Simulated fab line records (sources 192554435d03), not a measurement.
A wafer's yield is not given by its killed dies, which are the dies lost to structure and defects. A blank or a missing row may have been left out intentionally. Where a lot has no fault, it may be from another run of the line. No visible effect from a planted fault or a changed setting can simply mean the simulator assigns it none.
Comparing a struck lot with a sound one    flow n5Finfet    16 steps out of a route of 1938
Sound: these wafers, L576.1, L576.4, L576.6. Wafers struck: L570.4, L570.6. Last of all comes the cause.
Each step with rows lists, per side, the tool, then ch with its chambers, then its first start. Under that, the readings that differ: sound wafers    struck wafers    difference of the means    sigmas: that difference in standard deviations of wafers without a fault.
alike: words and numbers the same on both sides, and readings whose means are apart by under 2 such deviations; not compared: readings that were withheld, readings missing a value for some wafer, numbers with overlapping values and no deviation given by the record, and bounds like >300 which may hide the same value.
Wherever a step has rows on one side only, a row that says differs or no value, or a row with sigmas, the two part there. When numbers do not overlap yet have no deviation, they are printed without sigmas and do not part them. A reading that every wafer of one side lacks parts them only if that side has two wafers or more.

first, 7 steps without rows for these wafers: N5_BEOL_M0_SAQP_COAT_87 (time 60 s, resist thk 5 nm); N5_BEOL_M0_SAQP_COAT_34 (resist thk 30 nm); N5_BEOL_M0_SAQP_EBR_36; N5_BEOL_M0_SAQP_SOFTBAKE_35 (time 60 s); N5_BEOL_M0_SAQP_EXPOSE_37 (exposes mask M0 CUT1, target cd 30 nm); N5_BEOL_M0_SAQP_PEB_38 (peb time 60 s); N5_BEOL_M0_SAQP_DEVELOP_39 (develop time 30 s).
N5_BEOL_M0_SAQP_CD_MEAS_40: target cd 30 nm.
  sound on cdSem-02 ch 0, day 10 00:53; struck on cdSem-03 ch 0, day 8 15:44
  alike: cdNm
N5_BEOL_M0_SAQP_OVL_MEAS_41:
  sound on overlay-01 ch 0, day 10 00:55; struck on overlay-01 ch 0, day 8 15:49
  alike: M0_CUT1_OVL
N5_BEOL_M0_SAQP_INSPECT_42: inspects for defects (brightfield).
  sound: defectInspect-02 at day 10 00:58; struck: defectInspect-01 at day 8 15:52
  alike: rawDefectCount
N5_BEOL_M0_SAQP_DESCUM_45: chemistry O2, time 7 s.
  sound on rieDiel-01 ch 0,3, day 10 01:08; struck on rieDiel-03 ch 2,3, day 8 15:53
  alike: drypumpMotorCurrentA, o2FlowSccm, oesProductAu, rfVppV, showerheadPlenumPTorr, throttleValvePct
  not compared: rfHoursCounterH
N5_BEOL_M0_SAQP_ETCH_88: etches underlayer in N2/H2, target depth 6.5 nm, time 5.2 s.
  sound on rieDiel-01 ch 0,3, day 10 01:10; struck on rieDiel-03 ch 2,3, day 8 15:55
  alike: drypumpMotorCurrentA, etchRfOnTimeS, oesProductAu, rfVppV, showerheadPlenumPTorr, throttleValvePct
  not compared: rfHoursCounterH
N5_BEOL_M0_SAQP_ETCH_73: etches SiARC in CF4, target depth 19.5 nm, time 32.5 s.
  sound on rieDiel-01 ch 0,3, day 10 01:11; struck on rieDiel-03 ch 2,3, day 8 15:56
reading            sound           struck     difference  sigmas
etchRfOnTimeS (s)  30.9 31.2 32.3  37.9 38.6  +6.8        +13
  alike: drypumpMotorCurrentA, oesProductAu, rfVppV, showerheadPlenumPTorr, throttleValvePct
  not compared: rfHoursCounterH
N5_BEOL_M0_SAQP_CUT_ETCH_46: etches SOC in N2/H2, target depth 135 nm, overetch 27 nm, time 202.5 s.
  sound on rieDiel-01 ch 0,3, day 10 01:13; struck on rieDiel-03 ch 2,3, day 8 15:58
  alike: drypumpMotorCurrentA, rfVppV, showerheadPlenumPTorr, throttleValvePct
  not compared: rfHoursCounterH
N5_BEOL_M4_RC_MEAS_101:
  sound on prober-02 ch 0, day 12 06:26; struck on prober-01 ch 0, day 10 14:41
  alike: DIBL_N, DIBL_P, IOFF_N, IOFF_P, ION_N, ION_P, SS_N, SS_P, VT_N, VT_P
-- the record jumps here: 5 days lie between the struck wafers' starts before and after (it left off in module BEOL_M4 and takes up again in module PASSIVATION, whose first step shown is number 1936 of the route) --
N5_PASSIVATION_PROBE_49:
  sound: prober-01 at day 16 14:28; struck: prober-02 at day 15 07:49
  alike: defectLimitedYield, killed_at_M0_to_M3, killed_at_M4_up, killedAtContacts, killedAtFrontEnd, killedAtOther, killedDies, killedOnRim, killedOpen, killedShort, sort_bin_5_function, sort_bin_6_memory, sortNPass, sortYieldPct

WHERE THEY PART
Only at N5_BEOL_M0_SAQP_ETCH_73, within this record. Later steps at which nothing parts them and some readings are alike: N5_BEOL_M0_SAQP_CUT_ETCH_46, N5_BEOL_M4_RC_MEAS_101, N5_PASSIVATION_PROBE_49.

WHY: the cause the simulator had injected
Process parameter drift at N5_BEOL_M0_SAQP_ETCH_73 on rieDiel-03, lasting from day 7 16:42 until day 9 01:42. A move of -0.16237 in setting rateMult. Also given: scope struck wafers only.
